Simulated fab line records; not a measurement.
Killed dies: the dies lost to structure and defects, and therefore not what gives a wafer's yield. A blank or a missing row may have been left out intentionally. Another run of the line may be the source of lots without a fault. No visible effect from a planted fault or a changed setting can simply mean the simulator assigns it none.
A struck lot beside a sound one + flow nand harc + 14 out of 1159 route steps
Sound: the wafers L798.1, L798.5, L798.6. Wafers L811.1, L811.5, L811.6 were the ones struck. The cause comes at the end.
Per side, at each step with rows, come the tool, then ch with its chambers, and then its first start. Under that, the readings that differ: sound wafers + struck wafers + difference of the means + sigmas: that difference in standard deviations of wafers without a fault.
alike: a reading whose means differ by less than 2 such deviations, as well as words and numbers matching on both sides. not compared: withheld readings; readings where some wafer has no value; bounds like >300 that might hide an equal value; numbers whose values overlap and for which the record gives no deviation.
A row with sigmas, a row that says differs or no value, or rows on one side alone: a step with any of these is where the two part. Numbers that have no deviation but don't overlap get no sigmas and don't part them. Lack of a reading on every wafer of one side parts them only where that side has two or more wafers.

NHARC_A_STAIRCASE_DEP_156: deposits SiNx, target thk 50 nm.
  sound on pecvd-03 ch 0,1,2, day 11 10:29; struck on pecvd-02 ch 0,2, day 14 07:26
  alike: heater power w
then, 9 steps without rows for these wafers: NHARC_A_STAIRCASE_DEHYDRATE_158 (time 120 s); NHARC_A_STAIRCASE_HMDS_159 (time 30 s); NHARC_A_STAIRCASE_COAT_160; NHARC_A_STAIRCASE_SOFTBAKE_161 (time 170 s); NHARC_A_STAIRCASE_EBR_162; NHARC_A_STAIRCASE_EXPOSE_163 (exposes mask STAIR OPEN); NHARC_A_STAIRCASE_PEB_164 (peb time 130 s); NHARC_A_STAIRCASE_DEVELOP_165 (time 140 s); NHARC_A_STAIRCASE_HARDBAKE_167 (time 140 s).
NHARC_A_STAIRCASE_DESCUM_168: chemistry O2, time 3 s.
  sound on rie diel-05 ch 1,2, day 11 11:21; struck on rie diel-04 ch 0,1,3, day 14 08:15
  alike: drypump motor current A, oes product au, rf vpp V, showerhead plenum p Torr, throttle valve pct
  not compared: rf hours counter h
NHARC_A_STAIRCASE_ETCH_169: etches the open film in CH3F/O2, target depth 50 nm, time 107.1 s.
  sound on rie diel-05 ch 1,2,3, day 11 11:27; struck on rie diel-04 ch 2,3, day 14 08:22
| reading          | sound             | struck            | difference | sigmas |
|------------------|-------------------|-------------------|------------|--------|
| run length s (s) | 128.3 128.8 128.2 | 95.8 95.8 96.5    | -32.4      | -93    |
| time s (s)       | 107.1 107.1 107.1 | 74.97 74.97 74.97 | -32.13     |        |
  alike: drypump motor current A, oes product au, rf vpp V, showerhead plenum p Torr, throttle valve pct
  not compared: rf hours counter h
NHARC_A_STAIRCASE_ETCH_170: etches the open film in C4F6/O2, target depth 200 nm, time 66.667 s.
  sound on rie diel-05 ch 0,1,3; struck on rie diel-04 ch 0,1,2
  alike: c4f6 flow sccm, drypump motor current A, oes product au, rf vpp V, run length s, showerhead plenum p Torr, throttle valve pct, time s
  not compared: rf hours counter h
-- jump in the record: it breaks off in module A_STAIRCASE and resumes in module END (first step shown: number 1159 of the route), and 8 days separate the struck wafers' starts before and after --
NHARC_END_SORT_01:
  sound on prober-02 ch 0, day 20 03:31; struck on prober-02 ch 0, day 22 08:50
| reading         | sound    | struck      | difference | sigmas |
|-----------------|----------|-------------|------------|--------|
| killed at array | 15 9 9   | 671 673 674 | +662       | +55    |
| killed dies     | 22 14 16 | 677 677 677 | +660       | +60    |
  alike: killed at other, killed at periphery, killed open, killed short

== WHERE THEY PART ==
At NHARC_A_STAIRCASE_ETCH_169 first; at NHARC_END_SORT_01 last (within this record only).

WHY: the cause the simulator had injected
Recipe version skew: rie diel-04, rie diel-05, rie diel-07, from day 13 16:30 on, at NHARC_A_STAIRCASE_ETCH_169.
